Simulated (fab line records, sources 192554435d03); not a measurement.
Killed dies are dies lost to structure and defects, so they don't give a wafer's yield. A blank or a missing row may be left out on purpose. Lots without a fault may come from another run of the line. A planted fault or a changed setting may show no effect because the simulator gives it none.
Split-lot experiment | flow n5_finfet | 7 lots, 21 wafers read, on a route of 1938 steps

THE SPLIT
At N5_BEOL_M5_ILD_DEP_00 (deposits SiCOH lowk from DEMS/porogen, target thk 140.64 nm, time 25.9 s), the setting time_s was moved away from the recipe's 25.9 s on 7 of the 21 wafers read, by -11.1% to +11.5%. The other wafers ran this setting at the recipe's value.

FROM THE SPLIT TO THE READING: what the file shows between them, 1 step
- N5_BEOL_M5_CURE_79: cures SiCOH lowk, time 240 s

THE READING
M5_ILD_THK, in nm, at N5_BEOL_M5_THK_MEAS_01. Fault-free wafers of this fab line usually give 120.7 nm, standard deviation 1.8 nm.

wafer  | tool, chamber at the split | time_s as run, s | against the recipe | M5_ILD_THK, nm | against lot-mates on the recipe
L078.1 | pecvd-02, 1                | 23.02            | -11.1%             | 109.1          | -13.6
L078.3 | pecvd-02, 0                | 23.02            | -11.1%             | 108.7          | -14.0
L078.4 | pecvd-02, 2                | 25.9             | recipe             | 122.7          | -
L079.2 | pecvd-04, 1                | 25.9             | recipe             | 118.7          | -
L079.5 | pecvd-04, 2                | 25.9             | recipe             | 121.7          | -
L079.6 | pecvd-04, 0                | 25.9             | recipe             | 121.2          | -
L081.3 | pecvd-03, 2                | 25.9             | recipe             | 121.4          | -
L081.5 | pecvd-03, 1                | 25.9             | recipe             | 120.1          | -
L081.6 | pecvd-03, 2                | 25.9             | recipe             | 120.8          | -
L083.3 | pecvd-02, 0                | 28.89            | +11.5%             | 133.0          | +12.9
L083.4 | pecvd-02, 1                | 28.89            | +11.5%             | 137.3          | +17.2
L083.5 | pecvd-02, 0                | 25.9             | recipe             | 120.1          | -
L085.3 | pecvd-02, 0                | 25.9             | recipe             | 121.7          | -
L085.4 | pecvd-02, 1                | 25.9             | recipe             | 124.3          | -
L085.5 | pecvd-02, 0                | 28.27            | +9.2%              | 132.0          | +9.0
L090.1 | pecvd-04, 0                | 25.9             | recipe             | 119.2          | -
L090.3 | pecvd-04, 1                | 25.9             | recipe             | 119.3          | -
L090.4 | pecvd-04, 0                | 25.9             | recipe             | 120.9          | -
L095.4 | pecvd-03, 2                | 25.9             | recipe             | 119.7          | -
L095.5 | pecvd-03, 1                | 28.31            | +9.3%              | 130.5          | +10.8
L095.6 | pecvd-03, 0                | 28.31            | +9.3%              | 132.3          | +12.6

THE FIT
A straight line over all 21 wafers: M5_ILD_THK changes by +1.15 nm for each +1% of time_s; r = +0.98; the points scatter about the line by 1.5 nm.
The same after taking each lot's own level away (the mean of its wafers on the recipe; 21 wafers): +1.24 nm for each +1%; r = +0.99; scatter 1.2 nm.
On that fit, the largest move of time_s shifts the reading by 14 nm.
The lots' own levels span 119.70 to 123.00 nm, that is 1.8 times the standard deviation above.
So the lot-to-lot level changes the slope little: the two slopes agree.
Check: with one of the wafers moved furthest among these (+11.5%) left out of the fit, the line predicts +14.6 nm for it against its lot-mates. It came out at +12.9 nm against them.

OTHER SPLITS ON THESE WAFERS
These wafers also went through other splits before the reading. Each is held against what the fit with the lots' levels taken away leaves over:
other split on the same wafers     | wafers away from the commonest value | r with M5_ILD_THK (lot level and that fit taken away)
N5_BEOL_M3_TRENCH_ETCH_37 source_w | 9                                    | -0.04
N5_BEOL_M4_TRENCH_ETCH_37 bias_w   | 9                                    | +0.21

THE WHOLE CHAIN: every reading that the file lists as answering this split, in the file's order
step                   | what it does                                                             | reading                                                                                  | change (the file's fit)              | r (the file's)
N5_BEOL_M5_ILD_DEP_00  | deposits SiCOH lowk from DEMS/porogen, target thk 140.64 nm, time 25.9 s | SiCOH_lowk_of_BEOL_M5_ILD_DEP_00.thk_nm (the simulator's own value, which no gauge read) | +1.39 nm for each +1% of the setting | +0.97
N5_BEOL_M5_CURE_79     | cures SiCOH lowk, time 240 s                                             | SiCOH_lowk_of_BEOL_M5_ILD_DEP_00.thk_nm (the simulator's own value, which no gauge read) | +1.21 nm for each +1% of the setting | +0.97
N5_BEOL_M5_THK_MEAS_01 |                                                                          | M5_ILD_THK                                                                               | +1.21 for each +1% of the setting    | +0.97

THE FILE'S OWN FIT
M5_ILD_THK changes by +1.21 nm for each +1% of time_s, r = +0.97.
